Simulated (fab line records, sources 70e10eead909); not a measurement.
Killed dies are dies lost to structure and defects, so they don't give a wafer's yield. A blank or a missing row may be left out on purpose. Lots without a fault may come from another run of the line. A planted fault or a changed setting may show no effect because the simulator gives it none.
fab line records | flow nand_harc | part 1 of 2: steps 1 to 4 of 6
record lots=22 wafers=66 last_day=25
route steps=1159 shown P_CONTACT@249 P_M0@270 P_BONDPAD@367 A_SOURCE_PLATE@420 A_CHANNEL_HOLE_D1@478
lots that met no fault: from a run of the same line without faults
start_h: hours from the record's first day to the start of the lot's first wafer shown | wait_h: hours since the lot's step before | " the same as in the row above | L1.1+2: a row that stands for several wafers | - no value, or no start given | * or withheld: withheld | < > ~ a bound
route shown NAME@n: a module of which the file shows steps, and the number in the route of the first | usual: mean/standard deviation of fault-free wafers | same: alike in all rows | chamber/n: place in a boat | sites: the reading at each site | _std_site: their standard deviation | _edge_site: outer sites' mean less inner sites' | radius_mm: how far each site lies from the wafer's centre | mask NAME#n: copy n | behind: the tool/chamber that last shaped the wafer | hold: why the lot was held/for how many hours/how that ended | device: the transistor (n, p or np) that didn't switch | end of line: the same wafers' tests at the end of the route | a step without rows: its recipe alone | killed: dies lost to structure and defects at the first sort, not the wafer's yield | map: a wafer's dies, x killed, . not, _ none there
set.NAME: the setting as run; set.NAME@STEP: as run at that earlier step | model.NAME: the simulator's own value behind a step, which no gauge read
steps of the route over a sample of lots; a table a step, a row a wafer
services: from which hour (start_h, from the record's first day; less than 0 if before it) a tool's chamber was out of use, for how many hours, and why
## steps
# step NHARC_P_CONTACT_CMP_24
# recipe t_overpolish_s=30 target_thk_nm=200
# usual motor_current_A=11.9/1.1 overpolish_run_s=29.999/0.0084 slurry_filter_dp_kPa=13.50/0.14 time_to_endpoint_s=39.3/2.7
# columns lot.wafer tool chamber start_h wait_h motor_current_A overpolish_run_s slurry_filter_dp_kPa time_to_endpoint_s
L074.1 cmp-04 0 117.11 0.5 11.3 30.009 13.61 35.4
L074.2 " 1 " " 11.5 29.998 13.27 35.2
L074.6 " 3 " " 12.4 29.991 13.44 34.0
L076.2 cmp-01 2 121.97 0.6 11.0 29.994 13.35 41.4
L076.1 " 3 " " 12.3 29.996 13.56 41.2
L076.5 " 0 " " 12.1 29.992 13.44 44.6
L075.4 cmp-01 0 122.51 0.4 11.8 30.007 13.60 39.9
L075.5 " 2 " " 10.8 30.009 13.50 37.7
L075.6 " 3 " " 12.4 30.007 13.56 36.0
L077.1 cmp-04 1 143.29 0.6 11.7 30.017 13.59 39.7
L077.5 " 1 " " 11.6 30.010 13.65 40.7
L077.6 " 2 " " 11.1 30.007 13.63 38.0
L078.4 cmp-02 2 143.83 0.4 11.1 29.997 13.60 41.9
L078.2 " 0 " " 10.1 30.008 13.50 41.8
L078.3 " 1 " " 13.1 30.006 13.37 42.7
L079.3 cmp-01 3 148.24 0.3 12.5 29.992 13.25 39.4
L079.4 " 1 " " 13.9 29.990 13.58 36.7
L079.1 " 2 " " 10.6 29.997 13.53 39.0
L080.3 cmp-04 0 149.38 0.4 11.2 30.004 13.32 35.7
L080.5 " 2 " " 12.0 30.008 13.74 37.3
L080.6 " 3 " " 12.5 29.999 13.52 35.9
L081.2 cmp-01 2 158.17 0.5 10.6 29.989 13.64 37.1
L081.4 " 3 " " 12.0 29.994 13.39 34.5
L081.5 " 1 " " 13.3 30.000 13.33 33.9
L082.1 cmp-01 1 162.76 0.6 13.5 29.994 13.73 38.6
L082.2 " 2 " " 10.6 30.005 13.39 39.1
L082.3 " 0 " " 11.0 30.004 13.66 39.9
L084.4 cmp-01 0 167.85 0.3 11.3 29.984 13.36 43.0
L084.2 " 1 " " 14.4 29.996 13.36 38.2
L084.6 " 0 " " 11.8 30.002 13.25 42.8
L083.1 cmp-02 0 167.99 0.5 9.8 29.990 13.50 38.0
L083.4 " 3 " " 12.2 30.006 13.44 44.9
L083.6 " 1 " " 13.6 29.995 13.61 41.7
L085.2 cmp-01 1 196.61 0.5 13.7 29.998 13.46 37.9
L085.4 " 2 " " 10.4 29.999 13.51 39.2
L085.1 " 3 " " 12.2 30.013 13.40 43.3
L086.1 cmp-02 3 206.63 0.5 12.3 29.992 13.44 41.4
L086.4 " 2 " " 11.8 29.999 13.37 41.5
L086.5 " 0 " " 10.1 30.008 13.60 37.0
L087.1 cmp-02 3 211.90 0.5 12.6 29.991 13.51 44.0
L087.4 " 0 " " 10.3 30.009 13.64 36.9
L087.2 " 1 " " 13.4 30.009 13.33 42.7
L089.1 cmp-02 3 213.91 0.6 12.9 29.990 13.70 42.3
L089.2 " 2 " " 12.0 29.992 13.24 42.1
L089.5 " 3 " " 12.6 29.997 13.35 43.3
L090.2 cmp-04 0 214.46 0.5 11.8 30.020 13.66 39.1
L090.1 " 1 " " 11.1 30.000 13.41 39.7
L090.4 " 3 " " 12.7 30.003 13.55 41.8
L092.1 cmp-01 0 224.33 0.6 11.1 29.998 13.53 41.0
L092.3 " 1 " " 13.9 30.005 13.50 35.1
L092.4 " 2 " " 11.2 29.997 13.73 36.3
L093.3 cmp-01 0 229.14 0.3 11.6 30.003 13.34 37.5
L093.5 " 3 " " 12.1 29.995 13.50 38.1
L093.6 " 0 " " 11.7 29.992 13.44 40.4
L095.3 cmp-02 0 233.24 0.4 9.6 29.987 13.55 39.3
L095.6 " 0 " " 10.3 29.999 13.47 38.1
L095.5 " 1 " " 13.0 29.980 13.53 41.3
L094.2 cmp-01 2 233.61 0.6 10.8 30.011 13.33 42.5
L094.1 " 3 " " 11.9 29.996 13.54 42.4
L094.6 " 1 " " 13.9 30.008 13.50 40.6
L096.4 cmp-01 0 247.54 0.4 11.5 29.977 13.33 40.0
L096.1 " 1 " " 13.8 29.991 13.60 37.6
L096.2 " 2 " " 10.9 29.992 13.69 38.5
L097.4 cmp-01 3 261.30 0.3 12.4 29.986 13.71 38.0
L097.1 " 0 " " 12.3 30.000 13.59 36.4
L097.2 " 2 " " 11.1 29.996 13.14 39.2
# step NHARC_P_M0_STRIP_18
# recipe power_w=1000 n2_flow_sccm=150 h2_flow_sccm=150 ar_flow_sccm=0 bias_w=0 chemistry=N2/H2
# usual drypump_motor_current_A=5.7/0.49 oes_product_au=1.006/0.011 rf_vpp_V=90.5/0.98 showerhead_plenum_p_Torr=2.00/0.097 throttle_valve_pct=14.171/0.0077
# columns lot.wafer tool chamber start_h wait_h drypump_motor_current_A oes_product_au rf_hours_counter_h rf_vpp_V showerhead_plenum_p_Torr throttle_valve_pct
L074.2 rie_diel-08 3 118.97 0.1 5.6 1.008 10 91.1 2.05 14.176
L074.1 " 1 " " 5.9 1.008 11 87.3 1.91 14.171
L074.6 " 3 " " 5.6 1.009 - 91.0 2.05 14.168
L076.2 rie_diel-04 1 123.73 0.1 6.6 1.007 0 92.3 2.00 14.180
L076.1 " 3 " " 5.2 0.997 0 92.5 2.20 14.166
L076.5 " 3 " " 5.2 0.987 - 92.8 2.20 14.185
L075.6 rie_diel-04 1 124.53 0.2 6.6 1.007 - 88.9 2.00 14.179
L075.4 " 3 " " 5.2 0.990 - 91.2 2.20 14.177
L075.5 " 0 " " 5.3 1.005 - 89.7 1.92 14.172
L077.1 rie_diel-08 0 145.06 0.1 6.3 0.998 1 91.2 2.02 14.175
L077.5 " 3 " " 5.6 0.998 - 90.8 2.05 14.188
L077.6 " 0 " " 6.3 1.003 - 92.0 2.02 14.167
L078.4 rie_diel-04 0 145.72 0.1 5.3 1.008 2 89.7 1.92 14.165
L078.2 " 1 " " 6.6 1.006 2 90.3 2.00 14.165
L078.3 " 2 " " 5.7 1.002 2 89.8 1.91 14.176
L079.3 rie_diel-08 1 149.99 0.1 5.9 1.013 1 90.3 1.90 14.173
L079.1 " 2 " " 5.3 0.997 1 90.6 1.97 14.165
L079.4 " 3 " " 5.7 0.997 1 91.1 2.05 14.172
L080.3 rie_diel-01 1 151.27 0.1 4.8 1.008 0 91.1 2.17 14.156
L080.6 " 2 " " 6.0 1.036 - 91.0 1.95 14.174
L080.5 " 3 " " 5.8 1.012 - 90.5 1.99 14.160
L081.4 rie_diel-04 0 160.02 0.1 5.3 1.003 3 90.3 1.92 14.174
L081.2 " 2 " " 5.7 1.012 2 88.9 1.90 14.162
L081.5 " 0 " " 5.3 1.022 - 89.9 1.92 14.173
L082.3 rie_diel-08 1 164.80 0.1 5.9 1.004 2 89.2 1.90 14.161
L082.2 " 2 " " 5.4 1.009 1 90.3 1.97 14.162
L082.1 " 3 " " 5.6 0.989 1 90.5 2.05 14.166
L084.2 rie_diel-01 3 169.76 0.1 5.8 1.016 2 90.5 1.99 14.165
L084.6 " 3 " " 5.8 1.024 - 90.3 1.99 14.179
L084.4 " 1 " " 4.8 1.020 - 91.9 2.17 14.167
L083.4 rie_diel-01 3 170.49 0.1 5.8 1.012 2 90.4 1.99 14.155
L083.1 " 0 " " 6.0 1.016 1 90.2 1.91 14.182
L083.6 " 1 " " 4.8 1.023 - 93.4 2.17 14.166
L085.1 rie_diel-01 1 198.40 0.1 4.8 1.000 3 92.9 2.17 14.176
L085.2 " 2 " " 6.0 1.014 4 89.8 1.95 14.174
L085.4 " 3 " " 5.8 1.014 4 90.4 1.99 14.171
L086.1 rie_diel-08 0 208.50 0.1 6.3 1.006 4 90.5 2.02 14.166
L086.4 " 2 " " 5.4 1.014 4 91.7 1.97 14.163
L086.5 " 0 " " 6.3 0.985 - 90.0 2.02 14.179
L087.2 rie_diel-08 1 213.76 0.1 5.9 0.999 4 90.4 1.90 14.167
L087.1 " 3 " " 5.7 0.996 4 89.7 2.05 14.175
L087.4 " 0 " " 6.3 0.992 4 90.6 2.02 14.163
L089.2 rie_diel-08 2 215.80 0.1 5.4 1.017 4 90.7 1.97 14.158
L089.1 " 0 " " 6.3 1.003 4 90.7 2.02 14.169
L089.5 " 2 " " 5.4 1.006 - 91.8 1.97 14.172
L090.4 rie_diel-01 1 216.20 0.1 4.8 1.016 5 89.8 2.17 14.160
L090.2 " 2 " " 6.0 1.021 5 89.5 1.94 14.180
L090.1 " 3 " " 5.8 1.024 6 90.0 1.99 14.181
L092.3 rie_diel-04 2 226.07 0.1 5.7 0.989 7 89.7 1.90 14.179
L092.1 " 3 " " 5.2 0.990 10 91.7 2.19 14.171
L092.4 " 1 " " 6.6 0.995 9 89.4 2.00 14.182
L093.3 rie_diel-04 0 230.88 0.1 5.3 1.001 10 90.3 1.91 14.167
L093.5 " 0 " " 5.3 1.000 - 90.8 1.91 14.171
L093.6 " 1 " " 6.6 1.009 - 90.4 2.00 14.168
L095.3 rie_diel-01 3 235.13 0.1 5.8 1.009 7 91.3 1.99 14.174
L095.5 " 2 " " 6.0 1.022 - 90.5 1.94 14.176
L095.6 " 3 " " 5.8 1.014 - 89.7 1.99 14.184
L094.2 rie_diel-04 2 235.46 0.1 5.7 1.002 7 89.5 1.90 14.174
L094.1 " 3 " " 5.2 0.993 11 90.3 2.19 14.164
L094.6 " 2 " " 5.7 1.002 - 89.6 1.90 14.169
L096.2 rie_diel-01 0 249.57 0.1 6.1 1.003 6 89.7 1.91 14.154
L096.4 " 1 " " 4.8 1.002 7 92.2 2.17 14.167
L096.1 " 2 " " 6.0 1.016 8 91.0 1.94 14.181
L097.1 rie_diel-08 0 263.07 0.1 6.3 1.000 8 91.5 2.02 14.169
L097.2 " 1 " " 5.9 0.997 8 90.1 1.90 14.163
L097.4 " 3 " " 5.7 0.999 7 90.2 2.05 14.184
# step NHARC_P_BONDPAD_DESCUM_11
# recipe time_s=3 o2_flow_sccm=200 ar_flow_sccm=0 bias_power_w=0 chemistry=O2
# usual drypump_motor_current_A=6.1/0.45 oes_product_au=0.999/0.0078 rf_vpp_V=58.0/0.89 showerhead_plenum_p_Torr=1.94/0.075 throttle_valve_pct=11.311/0.0098
# columns lot.wafer tool chamber start_h wait_h drypump_motor_current_A oes_product_au rf_hours_counter_h rf_vpp_V showerhead_plenum_p_Torr throttle_valve_pct
L074.2 rie_diel-06 3 131.25 - 6.4 1.011 5 57.9 1.98 11.312
L074.1 " 0 " " 6.6 0.998 5 56.7 1.99 11.329
L074.6 " 1 " " 6.3 1.018 - 57.1 1.82 11.311
L076.1 rie_diel-02 2 136.25 - 5.7 1.005 50 57.4 1.88 11.306
L076.2 " 1 " " 5.1 0.978 56 57.0 1.78 11.318
L076.5 " 2 " " 5.7 0.999 - 57.9 1.88 11.311
L075.4 rie_diel-06 1 137.15 - 6.3 1.002 6 58.1 1.82 11.324
L075.5 " 3 " " 6.4 1.010 - 58.7 1.98 11.296
L075.6 " 0 " " 6.6 1.000 - 57.3 1.99 11.303
L077.1 rie_diel-06 0 157.61 - 6.6 1.003 8 58.9 1.99 11.310
L077.6 " 2 " " 5.5 0.990 - 57.9 2.01 11.316
L077.5 " 3 " " 6.4 1.011 - 58.8 1.98 11.303
L078.4 rie_diel-11 3 159.37 - 5.5 1.004 51 57.5 1.96 11.321
L078.3 " 1 " " 5.8 1.004 48 57.4 1.95 11.310
L078.2 " 2 " " 5.4 1.015 52 58.8 2.01 11.310
L079.4 rie_diel-06 1 163.03 - 6.3 0.998 9 57.2 1.82 11.300
L079.1 " 2 " " 5.5 1.003 10 59.3 2.01 11.310
L079.3 " 3 " " 6.4 1.004 9 57.3 1.98 11.302
L080.3 rie_diel-06 1 163.74 - 6.3 1.014 9 57.5 1.82 11.319
L080.6 " 2 " " 5.5 0.999 - 59.7 2.01 11.309
L080.5 " 3 " " 6.4 1.010 - 58.2 1.98 11.317
L081.2 rie_diel-06 3 172.18 - 6.4 0.994 9 58.9 1.98 11.306
L081.4 " 2 " " 5.5 0.988 11 58.4 2.01 11.315
L081.5 " 3 " " 6.4 1.001 - 59.3 1.98 11.307
L082.3 rie_diel-06 0 177.24 - 6.6 0.998 9 59.0 1.99 11.298
L082.2 " 1 " " 6.3 1.010 11 57.8 1.82 11.299
L082.1 " 3 " " 6.4 1.002 10 57.8 1.98 11.302
L084.2 rie_diel-06 1 182.61 - 6.3 0.999 11 57.5 1.82 11.315
L084.4 " 3 " " 6.4 0.999 10 58.9 1.98 11.294
L084.6 " 2 " " 5.5 0.999 - 60.3 2.01 11.327
L083.4 rie_diel-06 0 183.05 - 6.6 1.010 10 58.0 1.99 11.309
L083.1 " 2 " " 5.5 0.999 11 57.4 2.01 11.304
L083.6 " 1 " " 6.3 0.998 - 57.1 1.82 11.321
L085.4 rie_diel-06 2 211.33 - 5.5 0.997 13 57.7 2.01 11.308
L085.2 " 3 " " 6.4 0.991 12 57.1 1.98 11.318
L085.1 " 0 " " 6.6 1.006 12 58.8 1.99 11.321
L086.1 rie_diel-06 1 220.66 - 6.3 1.008 15 58.1 1.82 11.312
L086.5 " 1 " " 6.3 0.999 - 57.7 1.82 11.304
L086.4 " 3 " " 6.4 0.991 - 58.7 1.98 11.311
L087.1 rie_diel-06 3 226.10 - 6.4 0.993 14 57.4 1.98 11.318
L087.2 " 2 " " 5.5 1.003 15 59.1 2.01 11.310
L087.4 " 1 " " 6.3 1.001 - 56.3 1.82 11.305
L089.2 rie_diel-06 3 228.31 - 6.4 1.006 14 59.7 1.98 11.311
L089.1 " 1 " " 6.3 1.003 16 59.4 1.82 11.329
L089.5 " 3 " " 6.4 1.002 - 58.0 1.98 11.304
L090.1 rie_diel-11 3 229.28 - 5.5 0.992 11 57.3 1.95 11.300
L090.2 " 1 " " 5.8 1.002 11 58.2 1.94 11.306
L090.4 " 2 " " 5.4 0.996 - 58.2 2.01 11.325
L092.4 rie_diel-06 2 239.55 - 5.5 0.994 16 57.4 2.00 11.314
L092.3 " 3 " " 6.4 1.003 15 57.3 1.98 11.314
L092.1 " 0 " " 6.5 0.994 13 59.6 1.99 11.312
L093.3 rie_diel-02 2 244.73 - 5.7 1.001 33 56.8 1.87 11.303
L093.6 " 2 " " 5.7 1.010 - 58.0 1.87 11.313
L093.5 " 3 " " 6.5 0.999 - 58.4 1.77 11.306
L095.3 rie_diel-11 0 247.45 - 6.1 1.008 11 57.8 1.94 11.315
L095.6 " 1 " " 5.9 1.006 - 56.6 1.94 11.313
L095.5 " 2 " " 5.4 1.010 - 59.7 2.00 11.315
L094.1 rie_diel-11 1 248.49 - 5.8 0.999 20 57.4 1.94 11.311
L094.2 " 2 " " 5.4 1.011 20 58.8 2.00 11.313
L094.6 " 0 " " 6.1 1.004 - 58.3 1.94 11.305
L096.2 rie_diel-06 0 262.21 - 6.5 0.990 1 57.8 1.99 11.314
L096.1 " 2 " " 5.5 0.998 1 60.2 2.01 11.306
L096.4 " 2 " " 5.5 0.994 - 59.6 2.00 11.303
L097.1 rie_diel-11 0 275.54 - 6.1 0.991 22 57.8 1.93 11.320
L097.2 " 1 " " 5.8 0.981 29 57.9 1.94 11.336
L097.4 " 2 " " 5.4 1.004 28 59.4 2.00 11.303
# step NHARC_P_BONDPAD_STRIP_15
# recipe o2_flow_sccm=500 ar_flow_sccm=0 bias_w=0 chemistry=O2
# usual drypump_motor_current_A=6.0/0.47 oes_product_au=1.001/0.0077 rf_vpp_V=57.9/0.82 showerhead_plenum_p_Torr=3.57/0.13 throttle_valve_pct=17.036/0.0093
# columns lot.wafer tool chamber start_h wait_h drypump_motor_current_A oes_product_au rf_hours_counter_h rf_vpp_V showerhead_plenum_p_Torr throttle_valve_pct
L074.1 rie_diel-11 0 131.62 0.1 6.1 0.994 38 57.8 3.59 17.029
L074.2 " 3 " " 5.5 0.987 39 56.4 3.61 17.037
L074.6 " 2 " " 5.4 1.002 - 58.1 3.71 17.024
L076.1 rie_diel-06 0 136.67 0.1 6.6 0.992 5 58.0 3.66 17.034
L076.2 " 2 " " 5.5 1.002 6 57.1 3.69 17.053
L076.5 " 0 " " 6.6 0.994 - 56.4 3.66 17.034
L075.4 rie_diel-06 0 137.55 0.1 6.6 1.004 5 56.4 3.66 17.027
L075.5 " 2 " " 5.5 1.004 - 59.5 3.69 17.053
L075.6 " 3 " " 6.4 1.015 - 57.9 3.65 17.047
L077.1 rie_diel-06 0 158.03 0.1 6.6 1.005 8 58.0 3.66 17.033
L077.5 " 1 " " 6.3 1.007 - 58.0 3.37 17.043
L077.6 " 2 " " 5.5 0.998 - 57.8 3.69 17.038
L078.4 rie_diel-02 0 159.93 0.1 6.3 0.979 0 57.4 3.46 17.054
L078.2 " 1 " " 5.1 0.999 0 58.6 3.30 17.045
L078.3 " 3 " " 6.5 1.010 0 57.5 3.30 17.039
L079.1 rie_diel-06 3 163.42 0.1 6.4 1.001 9 57.2 3.65 17.043
L079.4 " 1 " " 6.3 1.006 9 57.4 3.37 17.032
L079.3 " 2 " " 5.5 1.004 10 59.3 3.69 17.044
L080.3 rie_diel-11 3 164.15 0.1 5.5 0.992 53 60.3 3.60 17.034
L080.6 " 0 " " 6.1 0.990 - 58.9 3.58 17.043
L080.5 " 1 " " 5.9 0.999 - 58.6 3.59 17.034
L081.4 rie_diel-06 3 172.56 0.1 6.4 1.003 9 58.2 3.64 17.056
L081.2 " 2 " " 5.5 0.999 11 58.2 3.69 17.036
L081.5 " 3 " " 6.4 0.996 - 57.8 3.64 17.041
L082.1 rie_diel-06 1 177.63 0.1 6.3 1.004 11 56.1 3.37 17.059
L082.3 " 2 " " 5.5 1.002 11 57.9 3.69 17.039
L082.2 " 3 " " 6.4 1.003 10 58.1 3.64 17.037
L084.2 rie_diel-11 1 183.00 0.1 5.8 1.011 58 59.2 3.58 17.058
L084.4 " 3 " " 5.5 1.006 61 58.1 3.60 17.031
L084.6 " 1 " " 5.8 0.998 - 57.9 3.58 17.022
L083.1 rie_diel-06 0 183.43 0.1 6.6 0.997 10 58.0 3.66 17.031
L083.4 " 1 " " 6.3 1.006 11 58.2 3.37 17.035
L083.6 " 1 " " 6.3 1.006 - 58.2 3.37 17.056
L085.2 rie_diel-11 1 211.71 0.1 5.9 1.003 4 57.0 3.58 17.034
L085.1 " 2 " " 5.4 1.009 3 58.1 3.69 17.037
L085.4 " 3 " " 5.5 0.995 3 58.6 3.60 17.039
L086.4 rie_diel-11 3 221.12 0.1 5.5 0.996 8 58.4 3.59 17.019
L086.1 " 1 " " 5.9 0.996 8 59.4 3.58 17.030
L086.5 " 2 " " 5.4 1.002 - 58.4 3.69 17.023
L087.2 rie_diel-11 2 226.75 0.1 5.4 1.002 10 58.6 3.69 17.032
L087.1 " 1 " " 5.8 0.991 10 57.9 3.58 17.015
L087.4 " 2 " " 5.3 1.006 - 57.3 3.69 17.049
L089.2 rie_diel-02 0 228.70 0.1 6.3 1.000 24 56.6 3.44 17.039
L089.1 " 2 " " 5.7 1.019 26 58.3 3.45 17.034
L089.5 " 1 " " 5.1 1.013 - 57.6 3.29 17.026
L090.2 rie_diel-06 2 229.71 0.1 5.5 1.006 15 57.6 3.69 17.033
L090.1 " 0 " " 6.6 1.007 13 59.1 3.66 17.033
L090.4 " 1 " " 6.4 1.003 16 56.5 3.37 17.031
L092.4 rie_diel-06 2 239.94 0.1 5.5 1.005 16 59.5 3.69 17.034
L092.3 " 3 " " 6.4 1.001 15 58.7 3.64 17.043
L092.1 " 0 " " 6.6 0.995 14 57.2 3.66 17.036
L093.3 rie_diel-11 2 245.17 0.1 5.4 1.004 19 58.9 3.68 17.031
L093.5 " 0 " " 6.1 0.995 - 59.8 3.57 17.036
L093.6 " 1 " " 5.9 0.996 - 58.3 3.57 17.042
L095.3 rie_diel-02 0 248.28 0.1 6.3 0.989 31 57.3 3.44 17.033
L095.6 " 1 " " 5.1 1.010 - 56.8 3.28 17.031
L095.5 " 2 " " 5.7 1.014 - 57.7 3.44 17.045
L094.2 rie_diel-11 2 248.95 0.1 5.4 1.008 20 59.2 3.68 17.036
L094.1 " 3 " " 5.5 1.003 20 57.2 3.59 17.040
L094.6 " 2 " " 5.4 1.006 - 57.7 3.68 17.012
L096.1 rie_diel-11 0 262.65 0.1 6.1 1.007 16 58.5 3.57 17.030
L096.4 " 1 " " 5.9 0.989 24 57.4 3.57 17.034
L096.2 " 3 " " 5.5 0.993 24 57.3 3.58 17.040
L097.2 rie_diel-06 0 275.92 0.1 6.6 0.987 2 59.0 3.66 17.036
L097.4 " 1 " " 6.3 1.010 1 57.6 3.37 17.048
L097.1 " 2 " " 5.5 0.984 2 57.3 3.68 17.052
